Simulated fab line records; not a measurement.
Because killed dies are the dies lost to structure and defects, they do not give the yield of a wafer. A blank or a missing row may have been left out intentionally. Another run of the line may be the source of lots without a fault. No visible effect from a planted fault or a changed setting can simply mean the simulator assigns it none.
fab line records	flow nand-harc
record: lots: 24	wafers: 72	last-day: 33
route steps=1302 shown P_M2@331 A_ONON_D1@443 A_CHANNEL_HOLE_D1@487 A_CHANNEL_FILL_D1@499
lots untouched by any fault: they come from a run of this same line in which no faults occurred
start-h: hours from the record's first day to the start of the lot's first wafer shown	wait-h: time in hours since the lot's previous step	" as in the row above	L1.1+2: one row covering several wafers at once	- no value present, or no start provided	* or withheld: withheld	< > ~ a bound
route shown NAME@n: names a module that has steps shown in the file, with the first one's number in the route	usual: mean/standard deviation taken from wafers without a fault	same: alike in all rows	chamber/n: place in a boat	sites: the reading at each site	_std_site: standard deviation of those values	_edge_site: the outer-site mean with the inner-site mean subtracted	radius-mm: how far each site lies from the wafer's centre	mask NAME#n: copy n	behind: tool/chamber where the wafer was last shaped	hold: reason for holding the lot/hours on hold/outcome of the hold	device: transistor that didn't switch, given as n, p or np	end of line: the tests these same wafers got at the end of their route	for a step that has no rows: nothing shown but its recipe	killed: at the first sort, the dies lost to defects and structure; wafer yield is something else	map: the dies of a wafer, with x for killed, . for not killed, _ for no die there
set.NAME: the setting that was run; set.NAME@STEP: the one run at that earlier step	model.NAME: the simulator's own value behind a step, which no gauge read
route steps across a sampled set of lots; one table per step, one row per wafer
services: the hour from which a tool's chamber was out of use, counted from the record's first day as start-h (under 0 if before that day), plus the number of hours and why
== steps ==
step: NHARC_P_M2_DESCUM_14
recipe: time-s: 3	o2-flow-sccm: 200	ar-flow-sccm: 0	bias-power-w: 0	chemistry: O2
usual: drypump-motor-current-A: 5.7/0.48	oes-product-au: 0.995/0.011	rf-vpp-V: 57.7/0.94	showerhead-plenum-p-Torr: 1.93/0.083	throttle-valve-pct: 11.311/0.0079
lot.wafer	tool	chamber	start-h	wait-h	drypump-motor-current-A	oes-product-au	rf-hours-counter-h	rf-vpp-V	showerhead-plenum-p-Torr	throttle-valve-pct
L074.1	rie-diel-02	3	129.61	0.1	5.5	0.990	7.6	56.5	1.82	11.310
L074.4	"	2	"	"	6.2	1.003	8.2	57.1	2.05	11.305
L074.5	"	0	"	"	6.6	0.981	-	56.0	1.84	11.313
L075.1	rie-diel-02	3	137.37	0.1	5.5	0.982	7.8	56.5	1.82	11.305
L075.5	"	1	"	"	5.0	0.998	-	57.2	1.86	11.320
L075.6	"	2	"	"	6.2	0.989	-	58.5	2.05	11.302
L076.4	rie-diel-10	0	150.12	0.1	5.4	1.026	4.0	59.1	2.03	11.310
L076.2	"	1	"	"	6.2	1.014	4.4	57.6	1.96	11.305
L076.3	"	2	"	"	5.9	0.991	4.1	57.2	1.80	11.303
L077.2	rie-diel-02	0	155.48	0.1	6.6	0.975	9.2	56.9	1.84	11.314
L077.5	"	2	"	"	6.2	0.998	-	57.7	2.05	11.318
L077.6	"	3	"	"	5.5	0.989	-	56.7	1.82	11.302
L078.3	rie-diel-10	3	166.11	0.1	5.9	1.004	4.0	57.8	1.96	11.309
L078.1	"	0	"	"	5.3	1.025	4.2	57.8	2.03	11.306
L078.5	"	3	"	"	5.9	0.995	-	58.3	1.96	11.318
L079.3	rie-diel-13	3	176.79	0.1	5.1	0.988	0.1	58.8	1.98	11.311
L079.6	"	1	"	"	5.5	1.010	-	58.0	1.99	11.307
L079.5	"	2	"	"	5.5	0.999	-	56.8	2.00	11.311
L080.4	rie-diel-02	1	193.06	0.1	4.9	0.999	12.6	57.1	1.86	11.312
L080.5	"	0	"	"	6.6	0.978	-	57.1	1.84	11.318
L080.6	"	1	"	"	4.9	0.997	-	57.7	1.86	11.323
L081.2	rie-diel-13	2	200.92	0.1	5.5	0.997	1.3	59.1	2.00	11.310
L081.1	"	0	"	"	6.2	1.012	1.2	57.6	1.86	11.317
L081.3	"	1	"	"	5.5	1.000	1.3	58.4	1.99	11.307
L082.4	rie-diel-10	3	208.61	0.1	5.9	1.003	5.2	56.5	1.96	11.313
L082.3	"	0	"	"	5.3	1.005	5.5	58.9	2.03	11.314
L082.5	"	2	"	"	5.9	0.987	-	57.4	1.80	11.310
L083.1	rie-diel-13	0	223.35	0.1	6.2	0.999	2.3	57.2	1.86	11.314
L083.4	"	1	"	"	5.5	0.997	2.3	57.6	1.99	11.316
L083.6	"	0	"	"	6.2	1.007	-	57.6	1.86	11.303
L084.3	rie-diel-10	2	231.01	0.1	5.9	0.992	6.5	56.5	1.80	11.318
L084.2	"	0	"	"	5.3	1.001	6.6	57.8	2.03	11.319
L084.6	"	2	"	"	5.9	0.980	-	57.5	1.80	11.315
L085.2	rie-diel-13	1	240.94	0.1	5.5	1.005	3.7	57.6	1.99	11.308
L085.3	"	2	"	"	5.5	0.998	3.7	58.8	2.00	11.310
L085.4	"	3	"	"	5.1	0.992	3.8	57.7	1.97	11.313
L086.4	rie-diel-13	1	244.41	0.1	5.5	1.008	3.7	56.5	1.99	11.329
L086.1	"	2	"	"	5.5	0.999	3.7	56.5	2.00	11.310
L086.6	"	1	"	"	5.4	1.012	-	58.6	1.99	11.305
L087.4	rie-diel-02	0	256.84	0.1	6.6	0.992	1.3	55.9	1.84	11.307
L087.2	"	1	"	"	4.9	0.995	1.4	57.3	1.86	11.315
L087.5	"	0	"	"	6.6	0.982	-	57.2	1.83	11.320
L088.3	rie-diel-13	2	282.89	0.1	5.5	0.989	5.1	59.1	2.00	11.326
L088.2	"	1	"	"	5.5	1.005	5.0	58.2	1.99	11.302
L088.5	"	1	"	"	5.5	0.993	-	57.0	1.99	11.302
L089.4	rie-diel-10	2	283.70	0.1	6.0	0.979	-	56.8	1.80	11.309
L089.3	"	3	"	"	5.9	1.004	-	57.5	1.96	11.317
L089.5	"	2	"	"	6.0	0.983	-	59.4	1.80	11.327
L090.1	rie-diel-13	2	293.04	0.1	5.5	0.992	5.5	57.6	2.00	11.318
L090.3	"	0	"	"	6.1	1.000	5.8	56.2	1.86	11.312
L090.6	"	3	"	"	5.1	0.980	-	57.0	1.97	11.306
L091.4	rie-diel-10	1	295.59	0.1	6.2	0.998	1.9	58.2	1.95	11.317
L091.1	"	2	"	"	5.9	0.991	2.3	57.1	1.80	11.310
L091.3	"	3	"	"	5.9	0.999	2.3	57.3	1.96	11.332
L092.2	rie-diel-13	0	310.43	0.1	6.2	0.993	7.2	57.9	1.86	11.303
L092.1	"	2	"	"	5.5	0.991	6.3	58.7	2.00	11.300
L092.5	"	0	"	"	6.1	0.999	-	56.8	1.86	11.303
L093.3	rie-diel-02	0	326.04	0.1	6.6	0.975	5.5	56.3	1.83	11.308
L093.5	"	2	"	"	6.2	1.004	-	56.5	2.04	11.314
L093.6	"	3	"	"	5.4	0.972	-	58.0	1.82	11.311
L094.1	rie-diel-13	1	327.00	0.1	5.5	1.003	7.3	58.1	1.99	11.303
L094.4	"	0	"	"	6.2	1.011	7.4	57.9	1.86	11.306
L094.5	"	2	"	"	5.5	0.997	-	59.8	2.00	11.316
L095.2	rie-diel-02	3	343.57	0.1	5.5	0.982	6.3	58.6	1.82	11.315
L095.6	"	0	"	"	6.6	0.988	-	57.8	1.83	11.297
L095.5	"	1	"	"	4.9	0.993	-	57.6	1.86	11.306
L096.1	rie-diel-02	2	347.34	0.1	6.2	0.989	7.0	58.1	2.04	11.311
L096.6	"	2	"	"	6.2	0.989	-	57.7	2.04	11.300
L096.5	"	3	"	"	5.5	0.973	-	57.2	1.82	11.327
L097.1	rie-diel-10	3	355.03	0.1	5.9	0.999	6.3	55.6	1.96	11.311
L097.4	"	0	"	"	5.3	1.013	5.6	58.0	2.03	11.311
L097.5	"	1	"	"	6.2	0.993	-	58.4	1.95	11.296
step: NHARC_P_M2_ANNEAL_31
recipe: temp-c: 225	time-s: 90
usual: wafer_temp_C_max: 226.2/0.51
lot.wafer	tool	chamber	start-h	wait-h	wafer_temp_C_max
L074.1	rtp-anneal-01	0	131.37	-	226.0
L074.4	"	0	"	"	226.0
L074.5	"	0	"	"	225.5
L075.1	rtp-anneal-02	0	139.11	0.3	227.0
L075.5	"	0	"	"	226.8
L075.6	"	0	"	"	226.9
L076.2	rtp-anneal-02	0	151.92	-	226.4
L076.3	"	0	"	"	226.5
L076.4	"	0	"	"	227.1
L077.2	rtp-anneal-02	0	157.27	0.3	227.0
L077.5	"	0	"	"	226.7
L077.6	"	0	"	"	226.1
L078.1	rtp-anneal-01	0	167.89	0.3	226.0
L078.3	"	0	"	"	225.7
L078.5	"	0	"	"	225.7
L079.3	rtp-anneal-01	0	178.84	0.3	225.7
L079.5	"	0	"	"	226.1
L079.6	"	0	"	"	226.2
L080.4	rtp-anneal-01	0	194.97	0.4	225.8
L080.5	"	0	"	"	225.7
L080.6	"	0	"	"	225.7
L081.1	rtp-anneal-01	0	202.67	-	226.0
L081.2	"	0	"	"	226.1
L081.3	"	0	"	"	225.6
L082.3	rtp-anneal-02	0	210.47	0.3	227.1
L082.4	"	0	"	"	226.7
L082.5	"	0	"	"	226.9
L083.1	rtp-anneal-02	0	225.10	0.3	226.9
L083.4	"	0	"	"	226.7
L083.6	"	0	"	"	226.3
L084.2	rtp-anneal-01	0	232.81	-	226.3
L084.3	"	0	"	"	226.0
L084.6	"	0	"	"	225.9
L085.2	rtp-anneal-02	0	242.82	-	226.6
L085.3	"	0	"	"	226.8
L085.4	"	0	"	"	227.0
L086.1	rtp-anneal-02	0	246.16	-	226.9
L086.4	"	0	"	"	226.8
L086.6	"	0	"	"	226.8
L087.2	rtp-anneal-01	0	258.65	0.4	225.7
L087.4	"	0	"	"	225.8
L087.5	"	0	"	"	225.7
L088.2	rtp-anneal-02	0	284.79	-	226.5
L088.3	"	0	"	"	226.4
L088.5	"	0	"	"	226.6
L089.3	rtp-anneal-01	0	285.73	0.3	225.7
L089.4	"	0	"	"	226.1
L089.5	"	0	"	"	226.1
L090.1	rtp-anneal-01	0	294.80	0.3	225.3
L090.3	"	0	"	"	226.5
L090.6	"	0	"	"	225.3
L091.1	rtp-anneal-02	0	297.40	0.3	226.9
L091.3	"	0	"	"	226.5
L091.4	"	0	"	"	226.5
L092.1	rtp-anneal-02	0	312.19	-	226.6
L092.2	"	0	"	"	227.1
L092.5	"	0	"	"	226.3
L093.3	rtp-anneal-02	0	327.90	0.3	227.0
L093.5	"	0	"	"	226.7
L093.6	"	0	"	"	226.3
L094.1	rtp-anneal-01	0	329.00	-	225.7
L094.4	"	0	"	"	225.9
L094.5	"	0	"	"	226.0
L095.2	rtp-anneal-01	0	345.39	-	225.7
L095.5	"	0	"	"	225.4
L095.6	"	0	"	"	225.8
L096.1	rtp-anneal-01	0	349.56	-	225.7
L096.5	"	0	"	"	225.7
L096.6	"	0	"	"	225.6
L097.1	rtp-anneal-01	0	356.83	-	225.7
L097.4	"	0	"	"	226.1
L097.5	"	0	"	"	225.8
step: NHARC_A_ONON_D1_THK_MEAS_27
recipe: thk-meas-gauge: ellipsometry
usual: thk-nm: 998/8.4
lot.wafer	tool	chamber	start-h	wait-h	thk-nm
L074.1	film-metro-02	-	174.80	-	1016
L074.4	"	-	"	"	1016
L074.5	"	-	"	"	1017
L075.1	film-metro-01	-	181.70	-	983
L075.5	"	-	"	"	983
L075.6	"	-	"	"	981
L076.2	film-metro-01	-	195.30	-	1010
L076.3	"	-	"	"	1008
L076.4	"	-	"	"	1011
L077.2	film-metro-02	-	203.59	-	983
L077.5	"	-	"	"	984
L077.6	"	-	"	"	983
L078.1	film-metro-02	-	209.23	-	997
L078.3	"	-	"	"	998
L078.5	"	-	"	"	996
L079.3	film-metro-02	-	221.33	-	990
L079.5	"	-	"	"	989
L079.6	"	-	"	"	989
L080.4	film-metro-02	-	238.74	-	1000
L080.5	"	-	"	"	998
L080.6	"	-	"	"	999
L081.1	film-metro-02	-	246.75	-	1008
L081.2	"	-	"	"	1009
L081.3	"	-	"	"	1009
L082.3	film-metro-01	-	250.89	-	995
L082.4	"	-	"	"	994
L082.5	"	-	"	"	994
L083.1	film-metro-01	-	268.66	-	1002
L083.4	"	-	"	"	1004
L083.6	"	-	"	"	1003
L084.2	film-metro-01	-	275.20	-	984
L084.3	"	-	"	"	984
L084.6	"	-	"	"	984
L085.2	film-metro-01	-	283.01	-	1001
L085.3	"	-	"	"	999
L085.4	"	-	"	"	1000
L086.1	film-metro-01	-	291.42	-	994
L086.4	"	-	"	"	993
L086.6	"	-	"	"	993
L087.2	film-metro-02	-	299.64	-	1002
L087.4	"	-	"	"	1000
L087.5	"	-	"	"	1000
L089.3	film-metro-01	-	326.75	-	996
L089.4	"	-	"	"	995
L089.5	"	-	"	"	996
L088.2	film-metro-02	-	326.80	-	1005
L088.3	"	-	"	"	1005
L088.5	"	-	"	"	1003
L091.1	film-metro-01	-	335.83	-	1008
L091.3	"	-	"	"	1009
L091.4	"	-	"	"	1008
L090.1	film-metro-02	-	335.84	-	998
L090.3	"	-	"	"	998
L090.6	"	-	"	"	997
L092.1	film-metro-02	-	352.60	-	991
L092.2	"	-	"	"	990
L092.5	"	-	"	"	990
L094.1	film-metro-02	-	371.55	-	1001
L094.4	"	-	"	"	1001
L094.5	"	-	"	"	1003
L093.3	film-metro-01	-	371.55	-	1000
L093.5	"	-	"	"	1000
L093.6	"	-	"	"	1001
L095.2	film-metro-02	-	389.63	-	1002
L095.5	"	-	"	"	1002
L095.6	"	-	"	"	1004
L096.1	film-metro-01	-	389.65	-	999
L096.5	"	-	"	"	997
L096.6	"	-	"	"	995
L097.1	film-metro-01	-	397.60	-	1002
L097.4	"	-	"	"	1004
L097.5	"	-	"	"	1001
step: NHARC_A_CHANNEL_HOLE_D1_CD_MEAS_30
usual: cd-nm: 90.4/1.1
lot.wafer	tool	chamber	start-h	wait-h	cd-nm
L074.1	cd-sem-01	-	186.48	-	90.1
L074.4	"	-	"	"	91.0
L074.5	"	-	"	"	88.8
L075.1	cd-sem-01	-	192.65	-	91.0
L075.5	"	-	"	"	92.2
L075.6	"	-	"	"	90.3
L076.2	cd-sem-03	-	208.43	-	91.5
L076.3	"	-	"	"	90.5
L076.4	"	-	"	"	91.8
L077.2	cd-sem-03	-	216.12	-	90.8
L077.5	"	-	"	"	90.0
L077.6	"	-	"	"	90.8
L078.1	cd-sem-01	-	219.82	-	92.4
L078.3	"	-	"	"	90.1
L078.5	"	-	"	"	90.7
L079.3	cd-sem-01	-	232.07	-	90.0
L079.5	"	-	"	"	90.0
L079.6	"	-	"	"	89.7
L080.4	cd-sem-01	-	249.47	-	91.9
L080.5	"	-	"	"	90.8
L080.6	"	-	"	"	91.5
L081.1	cd-sem-02	-	259.00	-	90.9
L081.2	"	-	"	"	90.9
L081.3	"	-	"	"	89.6
L082.3	cd-sem-02	-	262.38	-	91.4
L082.4	"	-	"	"	90.8
L082.5	"	-	"	"	90.3
L083.1	cd-sem-02	-	282.26	-	90.3
L083.4	"	-	"	"	92.7
L083.6	"	-	"	"	92.8
L084.2	cd-sem-03	-	286.97	-	87.8
L084.3	"	-	"	"	90.8
L084.6	"	-	"	"	88.0
L085.2	cd-sem-02	-	294.84	-	90.9
L085.3	"	-	"	"	89.4
L085.4	"	-	"	"	89.4
L086.1	cd-sem-02	-	303.17	-	92.3
L086.4	"	-	"	"	91.1
L086.6	"	-	"	"	90.6
L087.2	cd-sem-02	-	310.38	-	89.6
L087.4	"	-	"	"	89.1
L087.5	"	-	"	"	90.2
L089.3	cd-sem-03	-	339.71	-	90.0
L089.4	"	-	"	"	88.1
L089.5	"	-	"	"	90.0
L088.2	cd-sem-03	-	340.43	-	92.2
L088.3	"	-	"	"	92.5
L088.5	"	-	"	"	90.9
L091.1	cd-sem-01	-	347.04	-	88.0
L091.3	"	-	"	"	89.5
L091.4	"	-	"	"	89.0
L090.1	cd-sem-03	-	348.09	-	88.9
L090.3	"	-	"	"	90.5
L090.6	"	-	"	"	89.3
L092.1	cd-sem-02	-	373.37	-	90.0
L092.2	"	-	"	"	89.8
L092.5	"	-	"	"	88.6
L094.1	cd-sem-01	-	383.37	-	91.2
L094.4	"	-	"	"	90.5
L094.5	"	-	"	"	89.7
L093.3	cd-sem-02	-	383.58	-	89.4
L093.5	"	-	"	"	91.0
L093.6	"	-	"	"	90.0
L095.2	cd-sem-03	-	402.60	-	92.4
L095.5	"	-	"	"	91.7
L095.6	"	-	"	"	90.4
L096.1	cd-sem-01	-	404.71	-	91.0
L096.5	"	-	"	"	91.1
L096.6	"	-	"	"	89.8
L097.1	cd-sem-03	-	412.67	-	91.5
L097.4	"	-	"	"	90.8
L097.5	"	-	"	"	92.4
step: NHARC_A_CHANNEL_FILL_D1_ETCHBACK_19
recipe: target-depth-a: 50	time-s: 1.7	hbr-flow-sccm: 150	cl2-flow-sccm: 50	rf-w: 400	icp-w: 400	bias-w: 100	chemistry: HBr/Cl2
usual: drypump-motor-current-A: 5.8/0.55	mfc-cl2-sccm: 50.00/0.15	oes-product-au: 1.001/0.0089	rf-fwd-power-W: 390.3/1.4	throttle-valve-pct: 26.406/0.009
lot.wafer	tool	chamber	start-h	wait-h	drypump-motor-current-A	mfc-cl2-sccm	oes-product-au	rf-fwd-power-W	rf-hours-counter-h	throttle-valve-pct
L074.4	rie-si-01	2	211.89	0.4	6.2	50.02	1.001	392.0	0.0	26.426
L074.1	"	3	"	"	6.3	50.11	0.995	392.3	0.0	26.411
L074.5	"	2	"	"	6.3	49.79	0.997	390.7	-	26.417
L075.1	rie-si-01	0	217.47	0.4	5.5	50.18	0.991	391.9	0.1	26.402
L075.6	"	1	"	"	4.7	49.74	0.997	388.1	-	26.400
L075.5	"	2	"	"	6.2	50.33	0.996	392.0	-	26.399
L076.4	rie-si-01	1	235.02	0.4	4.7	50.00	0.995	389.0	0.2	26.417
L076.3	"	3	"	"	6.3	49.98	1.011	392.4	0.2	26.407
L076.2	"	0	"	"	5.5	49.90	0.998	389.7	0.2	26.404
L078.1	rie-si-03	0	242.33	0.4	5.8	49.96	1.006	391.3	0.1	26.407
L078.3	"	3	"	"	6.4	49.92	0.988	391.4	0.1	26.399
L078.5	"	1	"	"	5.5	50.08	0.994	388.1	-	26.389
L077.2	rie-si-01	0	242.34	0.4	5.5	50.07	0.990	390.4	0.2	26.428
L077.6	"	3	"	"	6.3	49.89	1.004	390.8	-	26.390
L077.5	"	0	"	"	5.5	50.04	0.981	388.5	-	26.397
L079.3	rie-si-05	1	256.69	0.4	5.4	49.96	1.009	390.6	0.8	26.408
L079.5	"	3	"	"	6.3	50.09	0.997	389.5	-	26.419
L079.6	"	0	"	"	5.9	49.69	1.008	389.4	-	26.412
L080.4	rie-si-05	3	276.93	0.4	6.4	49.92	0.996	392.1	0.8	26.412
L080.5	"	1	"	"	5.4	49.95	1.010	388.3	-	26.389
L080.6	"	2	"	"	5.8	49.90	1.003	389.5	-	26.411
L082.3	rie-si-05	1	285.00	0.4	5.4	49.87	1.026	389.7	1.0	26.405
L082.4	"	0	"	"	5.9	49.99	1.010	390.3	0.8	26.398
L082.5	"	2	"	"	5.8	50.12	1.003	389.9	-	26.397
L081.2	rie-si-03	3	285.01	0.4	6.4	50.16	0.984	388.7	0.3	26.402
L081.1	"	0	"	"	5.8	50.10	0.987	388.3	0.4	26.410
L081.3	"	1	"	"	5.5	49.96	1.000	388.2	0.4	26.416
L083.4	rie-si-01	1	306.86	0.4	4.7	50.29	1.001	391.3	0.6	26.402
L083.1	"	3	"	"	6.3	50.01	1.008	392.1	0.5	26.414
L083.6	"	1	"	"	4.7	50.06	0.996	388.9	-	26.401
L084.2	rie-si-03	0	312.71	0.4	5.8	50.25	0.974	391.3	0.6	26.411
L084.3	"	1	"	"	5.5	49.98	1.000	389.8	0.6	26.411
L084.6	"	3	"	"	6.4	50.00	1.000	388.9	-	26.412
L085.2	rie-si-01	1	319.22	0.4	4.7	49.87	0.994	391.4	0.6	26.406
L085.4	"	2	"	"	6.3	50.02	0.997	390.7	0.6	26.395
L085.3	"	0	"	"	5.5	49.80	0.984	390.0	0.5	26.416
L086.1	rie-si-01	0	330.14	0.4	5.5	50.09	0.993	388.8	0.6	26.411
L086.4	"	2	"	"	6.2	49.73	0.988	391.5	0.7	26.393
L086.6	"	0	"	"	5.5	50.29	1.009	390.8	-	26.405
L087.2	rie-si-03	1	335.24	0.4	5.5	49.84	0.992	389.3	0.8	26.396
L087.4	"	2	"	"	6.4	50.15	1.015	391.1	0.7	26.422
L087.5	"	1	"	"	5.5	50.26	1.002	390.0	-	26.396
L088.2	rie-si-03	2	364.13	0.4	6.4	50.06	1.021	392.9	0.8	26.409
L088.3	"	1	"	"	5.5	50.11	0.999	389.9	0.9	26.405
L088.5	"	2	"	"	6.4	49.87	1.023	391.6	-	26.409
L089.4	rie-si-01	1	364.13	0.4	4.7	49.99	0.989	388.8	0.9	26.407
L089.3	"	2	"	"	6.3	50.10	0.985	393.8	0.9	26.403
L089.5	"	1	"	"	4.7	49.80	0.999	391.1	-	26.408
L091.3	rie-si-05	1	372.01	0.4	5.4	50.19	1.011	390.7	0.4	26.410
L091.4	"	2	"	"	5.7	50.18	1.016	391.3	0.3	26.408
L091.1	"	0	"	"	5.9	49.82	1.004	390.4	0.5	26.403
L090.3	rie-si-03	2	372.02	0.4	6.4	49.78	1.005	389.0	0.9	26.412
L090.1	"	3	"	"	6.4	50.09	0.990	390.3	0.9	26.414
L090.6	"	1	"	"	5.5	49.97	1.003	390.4	-	26.411
L092.1	rie-si-01	0	403.53	0.4	5.5	49.87	0.997	388.7	0.1	26.401
L092.2	"	1	"	"	4.7	49.73	0.990	386.7	0.1	26.413
L092.5	"	1	"	"	4.7	49.92	0.997	387.7	-	26.412
L094.4	rie-si-03	3	407.87	0.4	6.4	50.06	1.013	388.9	0	26.398
L094.1	"	2	"	"	6.4	49.73	1.013	389.5	0	26.413
L094.5	"	3	"	"	6.4	50.12	1.007	390.0	-	26.404
L093.3	rie-si-05	2	407.89	0.4	5.8	50.04	1.006	389.6	0.5	26.398
L093.5	"	1	"	"	5.4	49.99	1.000	388.3	-	26.409
L093.6	"	2	"	"	5.8	50.11	1.006	389.0	-	26.401
L095.2	rie-si-01	1	427.02	0.4	4.7	50.17	1.014	388.6	0.2	26.414
L095.5	"	1	"	"	4.6	50.22	1.007	391.3	-	26.403
L095.6	"	2	"	"	6.2	50.13	0.994	392.4	-	26.418
L096.1	rie-si-05	0	427.03	0.4	5.9	49.96	0.993	390.0	0.9	26.394
L096.6	"	0	"	"	5.9	49.87	0.997	390.6	-	26.389
L096.5	"	1	"	"	5.5	49.89	1.008	391.8	-	26.392
L097.1	rie-si-05	1	437.24	0.4	5.4	50.07	0.995	391.7	0.8	26.420
L097.4	"	0	"	"	5.9	50.03	0.989	390.5	1.0	26.408
L097.5	"	2	"	"	5.7	49.88	0.993	388.9	-	26.393
step: NHARC_A_CHANNEL_FILL_D1_ALD_25
recipe: target-thk-a: 600	pulse-time-s: 10	ald-cycles: 600	temp-c: 300	material: SiOx
usual: heater-power-w: 456/24	precursor-pulse-height-rel: 1.002/0.021
lot.wafer	tool	chamber	start-h	wait-h	heater-power-w	precursor-pulse-height-rel
L074.1	ald-hk-03	1	223.86	0.1	480	1.009
L074.4	"	2	"	"	466	1.016
L074.5	"	1	226.37	2.6	494	1.014
L075.1	ald-hk-01	0	234.01	1.3	462	1.000
L075.6	"	2	235.25	2.5	454	1.036
L075.5	"	3	"	"	451	1.000
L076.2	ald-hk-03	2	247.05	0.1	467	0.972
L076.4	"	0	248.27	1.3	436	0.993
L076.3	"	1	"	"	498	0.993
L078.3	ald-hk-01	0	254.61	0.2	440	1.018
L078.1	"	2	255.83	1.4	451	1.016
L078.5	"	1	257.65	3.3	459	1.016
L077.2	ald-hk-04	2	255.05	0.7	501	1.029
L077.5	"	1	256.90	2.5	423	1.015
L077.6	"	2	"	"	505	1.020
L079.3	ald-hk-01	3	268.76	0.1	448	0.970
L079.5	"	3	271.25	2.5	446	1.000
L079.6	"	0	"	"	451	0.997
L080.4	ald-hk-03	2	288.89	0.0	461	0.967
L080.5	"	2	291.35	2.5	466	0.968
L080.6	"	3	"	"	437	0.991
L082.3	ald-hk-04	2	298.37	1.3	496	1.010
L082.4	"	3	"	"	439	1.033
L082.5	"	1	300.20	3.1	426	0.956
L081.1	ald-hk-03	2	299.09	2.0	464	1.045
L081.3	"	3	"	"	434	1.024
L081.2	"	0	"	"	456	1.021
L083.4	ald-hk-03	2	318.83	0.0	462	0.985
L083.1	"	1	320.70	1.9	486	1.023
L083.6	"	2	"	"	458	1.031
L084.3	ald-hk-04	1	327.88	0.7	426	0.999
L084.2	"	2	"	"	539	0.948
L084.6	"	0	329.76	2.6	477	0.991
L085.4	ald-hk-03	0	332.00	0.7	442	0.997
L085.2	"	1	"	"	481	1.006
L085.3	"	2	"	"	459	1.012
L086.1	ald-hk-04	1	342.00	0.1	427	1.007
L086.4	"	3	343.23	1.3	443	1.000
L086.6	"	1	344.45	2.5	420	0.957
L087.4	ald-hk-03	1	348.56	1.3	488	0.997
L087.2	"	2	"	"	463	1.006
L087.5	"	0	350.42	3.2	449	0.960
L088.2	ald-hk-03	3	376.32	0.1	420	1.009
L088.3	"	0	"	"	456	1.001
L088.5	"	3	378.78	2.5	435	0.992
L089.4	ald-hk-01	2	376.93	0.7	467	0.965
L089.3	"	0	378.15	1.9	467	0.993
L089.5	"	1	"	"	432	1.018
L091.4	ald-hk-03	1	384.05	0.0	497	0.979
L091.1	"	2	"	"	472	1.028
L091.3	"	0	385.88	1.9	447	1.027
L090.3	ald-hk-01	2	384.19	0.2	450	0.976
L090.1	"	1	386.03	2.0	453	1.017
L090.6	"	2	"	"	464	1.035
L092.2	ald-hk-03	0	416.80	1.3	402	0.986
L092.1	"	1	"	"	477	0.996
L092.5	"	3	418.64	3.1	450	1.032
L094.4	ald-hk-01	0	419.83	0.1	458	1.048
L094.1	"	3	421.66	1.9	450	1.050
L094.5	"	0	"	"	468	1.013
L093.3	ald-hk-04	0	421.04	1.3	478	0.980
L093.5	"	2	422.26	2.5	507	1.001
L093.6	"	3	"	"	439	1.002
L096.1	ald-hk-03	0	439.42	0.1	422	0.996
L096.5	"	0	441.88	2.5	415	1.035
L096.6	"	1	"	"	486	1.006
L095.2	ald-hk-01	1	440.65	1.3	437	0.997
L095.5	"	3	441.88	2.5	468	1.012
L095.6	"	0	"	"	451	1.026
L097.1	ald-hk-03	0	449.41	0.1	418	1.002
L097.4	"	3	451.27	1.9	429	0.986
L097.5	"	1	452.50	3.1	464	0.967
== services ==
tool	chamber	start-h	hours	kind
ald-hk-01	-	118.33	10.0	pm
rie-diel-13	3	121.84	8.2	repair
rie-diel-13	-	165.00	9.0	pm
rie-diel-02	2	176.32	5.1	repair
rie-si-01	-	193.00	9.0	pm
ald-hk-03	-	212.09	10.0	pm
rie-diel-02	-	216.79	9.0	pm
rie-diel-02	-	245.40	0.6	repair
rie-diel-13	0	251.41	1.9	repair
rie-si-01	-	267.25	0.6	repair
rie-diel-13	3	279.35	7.7	repair
rie-diel-13	0	314.81	3.6	repair
rie-diel-13	-	342.00	9.0	pm
rie-si-01	-	370.00	9.0	pm
rtp-anneal-01	-	372.00	12.0	pm
rie-diel-02	2	388.67	6.1	repair
ald-hk-03	-	390.09	10.0	pm
rie-diel-02	-	393.79	9.0	pm
ald-hk-03	-	403.82	0.3	repair
rie-diel-13	2	407.77	12.5	repair
rie-si-01	1	411.40	3.8	repair
rie-diel-02	2	425.61	126.2	repair
rie-diel-13	1	444.14	2.5	repair
rie-diel-02	3	444.32	8.8	repair
== key ==
fault none
